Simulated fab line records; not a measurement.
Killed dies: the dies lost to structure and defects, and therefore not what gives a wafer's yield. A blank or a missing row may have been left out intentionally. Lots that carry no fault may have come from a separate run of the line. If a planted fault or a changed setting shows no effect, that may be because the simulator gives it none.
Comparing a struck lot with a sound one	flow nand-harc	13 steps out of a route of 1302
Sound: these wafers, L615.1, L615.5, L615.6. Struck: wafers L617.1, L617.5, L617.6. At the end, the cause is stated.
Order at every step that has rows: each side's tool, ch and its chambers, its first start. Under that, the readings that differ: sound wafers	struck wafers	difference of the means	sigmas: that difference in standard deviations of wafers without a fault.
alike: readings with means less than 2 such deviations apart, plus words and numbers identical on both sides. not compared: withheld readings, readings lacking a value on some wafer, bounds such as >300 that could conceal the same value, and numbers that have no deviation in the record and whose values overlap.
Wherever a step has rows on one side only, a row that says differs or no value, or a row with sigmas, the two part there. Non-overlapping numbers with no deviation appear without sigmas and do not part them. Lack of a reading on every wafer of one side parts them only where that side has two or more wafers.

first, 1 step without rows for these wafers: NHARC_A_STAIRCASE_SRD_474.
NHARC_A_STAIRCASE_INSPECT_155:
  sound: defect-inspect-01 at day 20 01:01; struck: defect-inspect-02 at day 20 15:32
  alike: raw-defect-count
NHARC_A_SGD_CUT_DEP_00: deposits SiNx, target thk 50 nm.
  sound on pecvd-01 ch 1,2, day 20 01:05; struck on pecvd-01 ch 0,1,2, day 20 15:36
  alike: heater-power-w
  not compared: since-wet-clean-h
then, 8 steps without rows for these wafers: NHARC_A_SGD_CUT_DEHYDRATE_01 (time 120 s); NHARC_A_SGD_CUT_HMDS_02 (time 30 s); NHARC_A_SGD_CUT_COAT_56 (time 75 s); NHARC_A_SGD_CUT_COAT_57 (time 65 s); NHARC_A_SGD_CUT_COAT_03 (resist thk 90 nm); NHARC_A_SGD_CUT_SOFTBAKE_04 (time 55 s); NHARC_A_SGD_CUT_EBR_05; NHARC_A_SGD_CUT_EXPOSE_06 (exposes mask SGD).
NHARC_A_SGD_CUT_PEB_07: peb time 65 s.
  struck on litho-track-01, day 20 16:14; sound on litho-track-06 ch 0, day 20 01:35
  no value came back on the struck wafers for chill-plate-temp-C (C), exhaust-pa (Pa), plate-temp-C (C); on the sound wafers chill-plate-temp-C (C) reads 23.19 23.20 22.96
then, 1 step without rows for these wafers: NHARC_A_SGD_CUT_DEVELOP_08 (develop time 35 s).

WHERE THEY PART
Only at NHARC_A_SGD_CUT_PEB_07, within this record.

WHY: the cause the simulator had injected
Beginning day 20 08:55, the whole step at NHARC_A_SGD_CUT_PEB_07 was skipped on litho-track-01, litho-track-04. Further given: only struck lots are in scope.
